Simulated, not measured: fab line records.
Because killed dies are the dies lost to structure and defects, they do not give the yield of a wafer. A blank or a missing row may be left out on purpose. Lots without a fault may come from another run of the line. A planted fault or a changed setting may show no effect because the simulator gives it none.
Split-lot study || flow n5-finfet || route with 1938 steps; 7 lots, 39 wafers read

ABOUT THE SPLIT
At N5_DUMMY_GATE_ETCH_32 (etches SiO2 in CF4, target depth 3.5 nm, time 3.9 s), the setting time-s was moved away from the recipe's 3.9 s on 12 of the 39 wafers read, by -23.1% to -13.1%. The other wafers ran this setting at the recipe's value.

Reading taken at the split's own step.

THE READING
etch.depth-nm (the simulator's own value, which no gauge read), in nm, at N5_DUMMY_GATE_ETCH_32 (etches SiO2 in CF4, target depth 3.5 nm, time 3.9 s). The file does not state a usual value for it. Average 3.479 nm, standard deviation 0.046 nm, over the 27 wafers here run with the recipe.

{"wafer": "L076.1", "tool, chamber at the split": "rie-si-04, 2", "time-s as run, s": 3.9, "against the recipe": "recipe", "etch.depth-nm, nm": 3.484, "against lot-mates on the recipe": "-"}
{"wafer": "L076.2", "tool, chamber at the split": "rie-si-04, 1", "time-s as run, s": 3.382, "against the recipe": "-13.3%", "etch.depth-nm, nm": 3.038, "against lot-mates on the recipe": -0.443}
{"wafer": "L076.3", "tool, chamber at the split": "rie-si-04, 0", "time-s as run, s": 3.382, "against the recipe": "-13.3%", "etch.depth-nm, nm": 3.029, "against lot-mates on the recipe": -0.452}
{"wafer": "L076.4", "tool, chamber at the split": "rie-si-04, 3", "time-s as run, s": 3.9, "against the recipe": "recipe", "etch.depth-nm, nm": 3.49, "against lot-mates on the recipe": "-"}
{"wafer": "L076.5", "tool, chamber at the split": "rie-si-04, 3", "time-s as run, s": 3.9, "against the recipe": "recipe", "etch.depth-nm, nm": 3.468, "against lot-mates on the recipe": "-"}
{"wafer": "L076.6", "tool, chamber at the split": "rie-si-04, 0", "time-s as run, s": 3.382, "against the recipe": "-13.3%", "etch.depth-nm, nm": 3.022, "against lot-mates on the recipe": -0.459}
{"wafer": "L078.1", "tool, chamber at the split": "rie-si-04, 0", "time-s as run, s": 3.001, "against the recipe": "-23.1%", "etch.depth-nm, nm": 2.701, "against lot-mates on the recipe": -0.789}
{"wafer": "L078.2", "tool, chamber at the split": "rie-si-04, 2", "time-s as run, s": 3.9, "against the recipe": "recipe", "etch.depth-nm, nm": 3.51, "against lot-mates on the recipe": "-"}
{"wafer": "L078.3", "tool, chamber at the split": "rie-si-04, 3", "time-s as run, s": 3.9, "against the recipe": "recipe", "etch.depth-nm, nm": 3.498, "against lot-mates on the recipe": "-"}
{"wafer": "L078.4", "tool, chamber at the split": "rie-si-04, 1", "time-s as run, s": 3.001, "against the recipe": "-23.1%", "etch.depth-nm, nm": 2.71, "against lot-mates on the recipe": -0.780}
{"wafer": "L078.5", "tool, chamber at the split": "rie-si-04, 2", "time-s as run, s": 3.9, "against the recipe": "recipe", "etch.depth-nm, nm": 3.461, "against lot-mates on the recipe": "-"}
{"wafer": "L078.6", "tool, chamber at the split": "rie-si-04, 3", "time-s as run, s": 3.001, "against the recipe": "-23.1%", "etch.depth-nm, nm": 2.698, "against lot-mates on the recipe": -0.792}
{"wafer": "L079.1", "tool, chamber at the split": "rie-si-06, 0", "time-s as run, s": 3.9, "against the recipe": "recipe", "etch.depth-nm, nm": 3.449, "against lot-mates on the recipe": "-"}
{"wafer": "L079.2", "tool, chamber at the split": "rie-si-06, 1", "time-s as run, s": 3.9, "against the recipe": "recipe", "etch.depth-nm, nm": 3.4, "against lot-mates on the recipe": "-"}
{"wafer": "L079.3", "tool, chamber at the split": "rie-si-06, 2", "time-s as run, s": 3.9, "against the recipe": "recipe", "etch.depth-nm, nm": 3.491, "against lot-mates on the recipe": "-"}
{"wafer": "L079.4", "tool, chamber at the split": "rie-si-06, 3", "time-s as run, s": 3.9, "against the recipe": "recipe", "etch.depth-nm, nm": 3.402, "against lot-mates on the recipe": "-"}
{"wafer": "L079.5", "tool, chamber at the split": "rie-si-06, 2", "time-s as run, s": 3.9, "against the recipe": "recipe", "etch.depth-nm, nm": 3.467, "against lot-mates on the recipe": "-"}
{"wafer": "L079.6", "tool, chamber at the split": "rie-si-06, 3", "time-s as run, s": 3.9, "against the recipe": "recipe", "etch.depth-nm, nm": 3.416, "against lot-mates on the recipe": "-"}
{"wafer": "L083.3", "tool, chamber at the split": "rie-si-06, 2", "time-s as run, s": 3.9, "against the recipe": "recipe", "etch.depth-nm, nm": 3.545, "against lot-mates on the recipe": "-"}
{"wafer": "L083.4", "tool, chamber at the split": "rie-si-06, 0", "time-s as run, s": 3.9, "against the recipe": "recipe", "etch.depth-nm, nm": 3.483, "against lot-mates on the recipe": "-"}
{"wafer": "L083.6", "tool, chamber at the split": "rie-si-06, 2", "time-s as run, s": 3.9, "against the recipe": "recipe", "etch.depth-nm, nm": 3.54, "against lot-mates on the recipe": "-"}
{"wafer": "L085.1", "tool, chamber at the split": "rie-si-03, 3", "time-s as run, s": 3.39, "against the recipe": "-13.1%", "etch.depth-nm, nm": 3.054, "against lot-mates on the recipe": -0.422}
{"wafer": "L085.2", "tool, chamber at the split": "rie-si-03, 0", "time-s as run, s": 3.39, "against the recipe": "-13.1%", "etch.depth-nm, nm": 2.953, "against lot-mates on the recipe": -0.523}
{"wafer": "L085.3", "tool, chamber at the split": "rie-si-03, 2", "time-s as run, s": 3.9, "against the recipe": "recipe", "etch.depth-nm, nm": 3.48, "against lot-mates on the recipe": "-"}
{"wafer": "L085.4", "tool, chamber at the split": "rie-si-03, 1", "time-s as run, s": 3.9, "against the recipe": "recipe", "etch.depth-nm, nm": 3.482, "against lot-mates on the recipe": "-"}
{"wafer": "L085.5", "tool, chamber at the split": "rie-si-03, 2", "time-s as run, s": 3.9, "against the recipe": "recipe", "etch.depth-nm, nm": 3.466, "against lot-mates on the recipe": "-"}
{"wafer": "L085.6", "tool, chamber at the split": "rie-si-03, 1", "time-s as run, s": 3.39, "against the recipe": "-13.1%", "etch.depth-nm, nm": 3.015, "against lot-mates on the recipe": -0.461}
{"wafer": "L094.1", "tool, chamber at the split": "rie-si-03, 0", "time-s as run, s": 3.9, "against the recipe": "recipe", "etch.depth-nm, nm": 3.427, "against lot-mates on the recipe": "-"}
{"wafer": "L094.2", "tool, chamber at the split": "rie-si-03, 2", "time-s as run, s": 3.9, "against the recipe": "recipe", "etch.depth-nm, nm": 3.442, "against lot-mates on the recipe": "-"}
{"wafer": "L094.3", "tool, chamber at the split": "rie-si-03, 3", "time-s as run, s": 3.9, "against the recipe": "recipe", "etch.depth-nm, nm": 3.518, "against lot-mates on the recipe": "-"}
{"wafer": "L094.4", "tool, chamber at the split": "rie-si-03, 1", "time-s as run, s": 3.9, "against the recipe": "recipe", "etch.depth-nm, nm": 3.479, "against lot-mates on the recipe": "-"}
{"wafer": "L094.5", "tool, chamber at the split": "rie-si-03, 1", "time-s as run, s": 3.9, "against the recipe": "recipe", "etch.depth-nm, nm": 3.486, "against lot-mates on the recipe": "-"}
{"wafer": "L094.6", "tool, chamber at the split": "rie-si-03, 0", "time-s as run, s": 3.9, "against the recipe": "recipe", "etch.depth-nm, nm": 3.414, "against lot-mates on the recipe": "-"}
{"wafer": "L096.1", "tool, chamber at the split": "rie-si-06, 1", "time-s as run, s": 3.254, "against the recipe": "-16.6%", "etch.depth-nm, nm": 2.891, "against lot-mates on the recipe": -0.654}
{"wafer": "L096.2", "tool, chamber at the split": "rie-si-06, 0", "time-s as run, s": 3.254, "against the recipe": "-16.6%", "etch.depth-nm, nm": 2.939, "against lot-mates on the recipe": -0.606}
{"wafer": "L096.3", "tool, chamber at the split": "rie-si-06, 2", "time-s as run, s": 3.9, "against the recipe": "recipe", "etch.depth-nm, nm": 3.594, "against lot-mates on the recipe": "-"}
{"wafer": "L096.4", "tool, chamber at the split": "rie-si-06, 3", "time-s as run, s": 3.254, "against the recipe": "-16.6%", "etch.depth-nm, nm": 2.909, "against lot-mates on the recipe": -0.636}
{"wafer": "L096.5", "tool, chamber at the split": "rie-si-06, 3", "time-s as run, s": 3.9, "against the recipe": "recipe", "etch.depth-nm, nm": 3.475, "against lot-mates on the recipe": "-"}
{"wafer": "L096.6", "tool, chamber at the split": "rie-si-06, 2", "time-s as run, s": 3.9, "against the recipe": "recipe", "etch.depth-nm, nm": 3.566, "against lot-mates on the recipe": "-"}

THE FIT
A straight line over all 39 wafers: etch.depth-nm changes by +0.0341 nm for each +1% of time-s; r = +0.99; the points scatter about the line by 0.043 nm.
The same after taking each lot's own level away (the mean of its wafers on the recipe; 39 wafers): +0.0353 nm for each +1%; r = +0.99; scatter 0.034 nm.
That fit puts the effect of the largest move of time-s on the reading at 0.81 nm.
The span of the lots' own levels, 3.4375 to 3.5450 nm, comes to 2.3 times the standard deviation stated above.
The two slopes are in agreement: the lot-to-lot level therefore moves the slope only a little.
Check: for one of the wafers moved furthest among these (-23.1%), held out of the fit, the line's prediction against its lot-mates is -0.818 nm. Against them it came out at -0.789 nm.

FILE'S OWN FIT
etch.depth-nm changes by +0.0353 nm for each +1% of time-s, r = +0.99.
